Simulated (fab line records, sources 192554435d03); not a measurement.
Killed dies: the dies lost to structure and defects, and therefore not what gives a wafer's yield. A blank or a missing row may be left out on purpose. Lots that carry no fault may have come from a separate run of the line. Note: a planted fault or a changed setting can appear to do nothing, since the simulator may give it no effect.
Lot-split experiment | flow n5Finfet | 21 wafers read from 7 lots, route of 1938 steps

== THE SPLIT ==
At N5_DUMMY_GATE_COAT_35 (time 60 s, resist thk 10 nm), the setting spinRpm was moved away from the recipe's 1500 rpm on 10 of the 21 wafers read, by -3.5% to +10.1%. This setting was run at the recipe's value on the other wafers.

The reading is taken at the split's own step.

== THE READING ==
SiARC_of_DUMMY_GATE_COAT_35.thkNm (the simulator's own value, which no gauge read), in nm, at N5_DUMMY_GATE_COAT_35 (time 60 s, resist thk 10 nm). The file does not state a usual value for it.

wafer  | tool, chamber at the split | spinRpm as run, rpm | against the recipe | SiARC_of_DUMMY_GATE_COAT_35.thkNm, nm | against lot-mates on the recipe
L074.1 | lithoTrack-04, 0           | 1500                | recipe             | 10                                    | -
L074.5 | lithoTrack-04, 0           | 1598                | +6.5%              | 9.6                                   | -0.4
L074.6 | lithoTrack-04, 0           | 1598                | +6.5%              | 9.6                                   | -0.4
L075.1 | lithoTrack-04, 0           | 1500                | recipe             | 10                                    | -
L075.4 | lithoTrack-04, 0           | 1500                | recipe             | 10                                    | -
L075.5 | lithoTrack-04, 0           | 1500                | recipe             | 10                                    | -
L080.3 | lithoTrack-03, 0           | 1652                | +10.1%             | 9.6                                   | -0.4
L080.4 | lithoTrack-03, 0           | 1652                | +10.1%             | 9.6                                   | -0.4
L080.6 | lithoTrack-03, 0           | 1500                | recipe             | 10                                    | -
L085.2 | lithoTrack-03, 0           | 1447                | -3.5%              | 10.2                                  | +0.2
L085.3 | lithoTrack-03, 0           | 1500                | recipe             | 10                                    | -
L085.6 | lithoTrack-03, 0           | 1500                | recipe             | 10                                    | -
L086.1 | lithoTrack-05, 0           | 1577                | +5.1%              | 9.8                                   | no lot-mate on the recipe
L086.2 | lithoTrack-05, 0           | 1577                | +5.1%              | 9.8                                   | no lot-mate on the recipe
L086.4 | lithoTrack-05, 0           | 1577                | +5.1%              | 9.8                                   | no lot-mate on the recipe
L088.2 | lithoTrack-04, 0           | 1573                | +4.9%              | 9.8                                   | -0.2
L088.5 | lithoTrack-04, 0           | 1573                | +4.9%              | 9.8                                   | -0.2
L088.4 | lithoTrack-04, 0           | 1500                | recipe             | 10                                    | -
L092.3 | lithoTrack-03, 0           | 1500                | recipe             | 10                                    | -
L092.4 | lithoTrack-03, 0           | 1500                | recipe             | 10                                    | -
L092.6 | lithoTrack-03, 0           | 1500                | recipe             | 10                                    | -

THE FIT
A straight line over all 21 wafers: SiARC_of_DUMMY_GATE_COAT_35.thkNm changes by -0.0447 nm for each +1% of spinRpm; r = -0.97; the points scatter about the line by 0.042 nm.
The same after taking each lot's own level away (the mean of its wafers on the recipe; 18 wafers): -0.0456 nm for each +1%; r = -0.97; scatter 0.044 nm.
Per that fit: largest spinRpm move, reading shift of 0.46 nm.
The lots' own levels span 10.00 to 10.00 nm.
Consequently the slope shifts little with the lot-to-lot level, the two slopes agreeing.
Check: for one of the wafers moved furthest among these (+10.1%), held out of the fit, the line's prediction against its lot-mates is -0.488 nm. Against them it came out at -0.4 nm.

== OTHER SPLITS ON THESE WAFERS ==
Note: prior to the reading, these wafers also went through further splits. Each is held against what the fit with the lots' levels taken away leaves over:
other split on the same wafers | wafers away from the commonest value | r with SiARC_of_DUMMY_GATE_COAT_35.thkNm (lot level and that fit taken away)
N5_WELL_APT_COAT_02 spinRpm    | 7                                    | +0.56
N5_WELL_APT_COAT_19 spinRpm    | 7                                    | +0.52
N5_WELL_APT_EXPOSE_22 doseMj   | 5                                    | -0.09

== FILE'S OWN FIT ==
SiARC_of_DUMMY_GATE_COAT_35.thkNm changes by -0.046 nm for each +1% of spinRpm, r = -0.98.
